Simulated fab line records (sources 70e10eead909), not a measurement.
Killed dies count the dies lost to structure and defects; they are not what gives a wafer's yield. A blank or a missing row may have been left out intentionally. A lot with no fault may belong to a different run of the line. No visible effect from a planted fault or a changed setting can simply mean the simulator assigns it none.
Check of tool commonality ; flow nand-harc ; 1 lot, 3 wafers sampled

## WHAT PROMPTED THE OPENING
At NHARC_END_SORT_01 the reading killed-at-periphery is flagged on 1 of 1 lot. No-fault wafers: 3.0, standard deviation 2.4.
Rule: flag the lot when none of its wafers has a number, or when each of its wafers that has one lies beyond 4 standard deviations from that mean. As for the other lots, they are considered sound.

lot;measured;on;killed-at-periphery, wafer by wafer;flag
L753;day 20 16:35;prober-02;664 659 660;FLAGGED
Averaged over the flagged lots the numbers come to 661.0, +658.0 from the usual (+99 or more standard deviations).

## LOT BY LOT: THE TOOL USED
The record holds 3 process steps before the reading, out of a route of 1159 steps. Read each cell as the tool, then ch plus the chambers that the sampled wafers visited, then the start.
lot;flag;NHARC_P_ZERO_WELL_EXPOSE_21;NHARC_P_ZERO_WELL_RTA_42;NHARC_P_GATE_STRIP_108
L753;FLAGGED;krf-scanner-03 ch 0, day 3 02:26;rtp-anneal-01 ch 0, day 3 06:53;no row
What is done by these steps:
- NHARC_P_ZERO_WELL_EXPOSE_21: exposes mask P NWELL, target cd 720 nm.
- NHARC_P_ZERO_WELL_RTA_42: time 300 s.
- NHARC_P_GATE_STRIP_108: strips in O2.
- NHARC_END_SORT_01

## FLAGGED AGAINST TOTAL, ONE TOOL AT A TIME (gauges that did the reading follow at the end)
step;tool;lots run;flagged;share of the flagged lots;sound lots run after its first flagged lot
NHARC_P_ZERO_WELL_EXPOSE_21;krf-scanner-03;1;1;all;0
NHARC_P_ZERO_WELL_RTA_42;rtp-anneal-01;1;1;all;0
NHARC_END_SORT_01;prober-02;1;1;all;0

## WHAT IS ALLOWED BY THE TABLE
In the table, 3 rows ran each flagged lot (krf-scanner-03 at NHARC_P_ZERO_WELL_EXPOSE_21; rtp-anneal-01 at NHARC_P_ZERO_WELL_RTA_42; prober-02 at NHARC_END_SORT_01).
- krf-scanner-03 at NHARC_P_ZERO_WELL_EXPOSE_21: 1 of its 1 lot flagged. It ran no sound lot before its first flagged lot in this sample, so the start can't be narrowed down.
- rtp-anneal-01 at NHARC_P_ZERO_WELL_RTA_42: 1 of its 1 lot flagged. It ran no sound lot before its first flagged lot in this sample, so the start can't be narrowed down.
- prober-02 at NHARC_END_SORT_01: 1 of its 1 lot flagged. It ran no sound lot before its first flagged lot in this sample, so the start can't be narrowed down.
A lot count leaves these 3 tools indistinguishable: every one of them fits a fault beginning at some hour. More lots, or a look at what each step does to the wafer, might.

## WHAT HAD BEEN PUT IN BY THE SIMULATOR
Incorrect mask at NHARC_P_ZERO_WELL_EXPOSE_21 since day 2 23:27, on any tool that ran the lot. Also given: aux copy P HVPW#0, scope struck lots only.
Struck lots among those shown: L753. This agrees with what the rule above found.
